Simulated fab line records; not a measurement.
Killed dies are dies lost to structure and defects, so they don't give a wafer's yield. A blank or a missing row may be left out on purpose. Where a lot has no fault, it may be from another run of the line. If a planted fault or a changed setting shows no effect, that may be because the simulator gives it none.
Which tool is to blame? :: flow n5Finfet :: 11 lots (33 wafers sampled), 1 step of a 1938-step route

## WHAT THE GAUGES SHOWED, per wafer
N5_BEOL_M15_OVL_MEAS_11. Usual: for V14_OVL the level is 0 nm and the standard deviation is 5.1.
lot: L233
measured: day 13 09:25
on: overlay-01
V14_OVL (nm): -6 -3 -8
flag: 

lot: L232
measured: day 13 10:30
on: overlay-01
V14_OVL (nm): -2 -7 -9
flag: 

lot: L237
measured: day 14 12:12
on: overlay-02
V14_OVL (nm): 5 -4 -3
flag: 

lot: L243
measured: day 15 02:12
on: overlay-01
V14_OVL (nm): -3 -1 -10
flag: 

lot: L240
measured: day 15 02:36
on: overlay-02
V14_OVL (nm): 7 7 3
flag: 

lot: L241
measured: day 15 08:13
on: overlay-01
V14_OVL (nm): -5 3 1
flag: 

lot: L244
measured: day 16 10:47
on: overlay-01
V14_OVL (nm): 1 0 -5
flag: 

lot: L250
measured: day 17 20:03
on: overlay-01
V14_OVL (nm): 7 16 8
flag: 

lot: L253
measured: day 18 00:38
on: overlay-01
V14_OVL (nm): 8 8 2
flag: 

lot: L252
measured: day 18 05:52
on: overlay-01
V14_OVL (nm): -3 -2 -1
flag: 

lot: L254
measured: day 18 08:33
on: overlay-01
V14_OVL (nm): 1 -1 3
flag: 

## WHAT TOOL EACH LOT RAN ON (gives the tool, then ch and the chambers of the sampled wafers, and finally the start)
Record: no process step prior to these readings.

## WHAT THE TOOLS THEMSELVES READ (means of the sampled wafers that have a number; where no wafer has one, the mark that the record gives instead)
The record holds no such reading with a usual standard deviation.

## THE ANSWER, worked out from the rows above alone
Rule: take the mean of a lot's wafers that have a number; if it is more than 3 standard deviations from the usual mean, the lot is off. Also off: a lot with no number at a reading for which 4 or more lots have one. All remaining lots with rows at the step are treated as sound. After the gauges, taken in route order, come the tools' own readings; for these a lot's mean is taken, as printed above. The first step at which some lot is off is used, and at that step the reading that is off furthest; a lot without a number counts as furthest.
No lot is off on any of the readings shown, so nothing can be concluded from this.

## WHAT THE SIMULATOR HAD PUT IN
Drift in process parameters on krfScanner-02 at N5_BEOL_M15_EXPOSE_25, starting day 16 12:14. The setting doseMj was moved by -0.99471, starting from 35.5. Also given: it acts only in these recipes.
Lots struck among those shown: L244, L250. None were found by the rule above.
